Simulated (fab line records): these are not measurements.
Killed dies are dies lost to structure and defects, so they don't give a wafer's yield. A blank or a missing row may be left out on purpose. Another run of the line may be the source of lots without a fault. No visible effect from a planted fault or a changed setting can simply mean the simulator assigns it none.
Which tool is to blame? -- flow nand_harc -- Sampling: 12 lots, 36 wafers, 4 of 1302 route steps

## WHAT EACH GAUGE READ, for each wafer
NHARC_P_BONDPAD_CD_MEAS_13.
lot,measured,on,cd_nm (nm)
L075,day 7 01:31,cd_sem-02,498.3 495.8 495.2
L077,day 7 21:59,cd_sem-03,500.3 499.3 500.6
L078,day 8 11:56,cd_sem-01,496.5 499.5 501.1
L081,day 9 20:04,cd_sem-02,500.6 499.6 501.9
L083,day 10 11:42,cd_sem-02,497.1 498.3 496.3
L085,day 11 09:26,cd_sem-01,502.2 499.4 500.5
L088,day 12 20:12,cd_sem-03,502.9 499.7 501.7
L090,day 13 15:14,cd_sem-01,500.6 503.5 500.6
L091,day 13 18:46,cd_sem-02,496.3 498.6 498.6
L093,day 15 03:23,cd_sem-03,497.9 497.7 498.6
L095,day 15 09:33,cd_sem-01,500.9 499.7 500.9
L097,day 16 11:53,cd_sem-03,497.8 497.4 498.9

## EACH LOT AND THE TOOL THAT RAN IT (in order: tool; ch and the chambers of the sampled wafers; start)
lot,NHARC_P_M2_ETCH_35,NHARC_P_M2_PVD_20,NHARC_P_BONDPAD_ETCH_12
L075,"rie_diel-04 ch 0,1,2, day 6 20:40","pvd_sputter-01, day 7 01:31 or earlier","rie_diel-10 ch 0,1,3, day 7 01:31 or earlier"
L077,"rie_diel-03 ch 0,1,2, day 7 17:02","pvd_sputter-03, day 7 21:59 or earlier","rie_diel-06 ch 0,1,2, day 7 21:59 or earlier"
L078,"rie_diel-12 ch 0,1, day 8 07:08","pvd_sputter-01, day 8 11:56 or earlier","rie_diel-05 ch 0,1,3, day 8 11:56 or earlier"
L081,"rie_diel-03 ch 0,2,3, day 9 15:19","pvd_sputter-02, day 9 20:04 or earlier","rie_diel-05 ch 1,2,3, day 9 20:04 or earlier"
L083,"rie_diel-03 ch 0,2,3, day 10 06:54","pvd_sputter-03, day 10 11:42 or earlier","rie_diel-05 ch 2,3, day 10 11:42 or earlier"
L085,"rie_diel-03 ch 0,2, day 11 04:41","pvd_sputter-01, day 11 09:26 or earlier","rie_diel-06 ch 0,1,3, day 11 09:26 or earlier"
L088,"rie_diel-12 ch 0,1,3, day 12 15:23","pvd_sputter-03, day 12 20:12 or earlier","rie_diel-06 ch 0,1,2, day 12 20:12 or earlier"
L090,"rie_diel-03 ch 1,2,3, day 13 10:24","pvd_sputter-03, day 13 15:14 or earlier","rie_diel-06 ch 1,2,3, day 13 15:14 or earlier"
L091,"rie_diel-03 ch 0,3, day 13 14:04","pvd_sputter-03, day 13 18:46 or earlier","rie_diel-10 ch 0,1,3, day 13 18:46 or earlier"
L093,"rie_diel-03 ch 0,2, day 14 22:39","pvd_sputter-01, day 15 03:23 or earlier","rie_diel-06 ch 1,2,3, day 15 03:23 or earlier"
L095,"rie_diel-03 ch 0,1,2, day 15 04:42","pvd_sputter-01, day 15 09:33 or earlier","rie_diel-06 ch 0,1,3, day 15 09:33 or earlier"
L097,"rie_diel-03 ch 0,1,3, day 16 07:05","pvd_sputter-03, day 16 11:53 or earlier","rie_diel-10 ch 0,1,3, day 16 11:53 or earlier"
- NHARC_P_M2_ETCH_35: etches the open film in N2/H2, target depth 40 nm, overetch 12 nm, time 43.94 s.
- NHARC_P_M2_PVD_20: deposits TaN, target thk 5 nm, time 8.06 s.
- NHARC_P_BONDPAD_ETCH_12: etches the open film in CHF3/O2, target depth 200 nm, time 100 s.

## THE ANSWER, worked out from the rows above alone
Rule: the lots themselves supply what counts as usual. Put in order of their means at a reading, lots are off if they are a third of the lots or fewer, leave a main group of 4 or more, and stand apart from it by a gap of 3 or more times the standard deviation of the main group's means; of several such gaps the widest counts. A main group whose means are all the same, to the digits that the tables above print for the reading, isn't used. Also off: a lot with no number at a reading for which 4 or more lots have one. Any other lot the step has rows for is counted as sound.
None of the lots is off at any reading shown; this tells nothing.

## WHAT THE SIMULATOR HAD INSERTED
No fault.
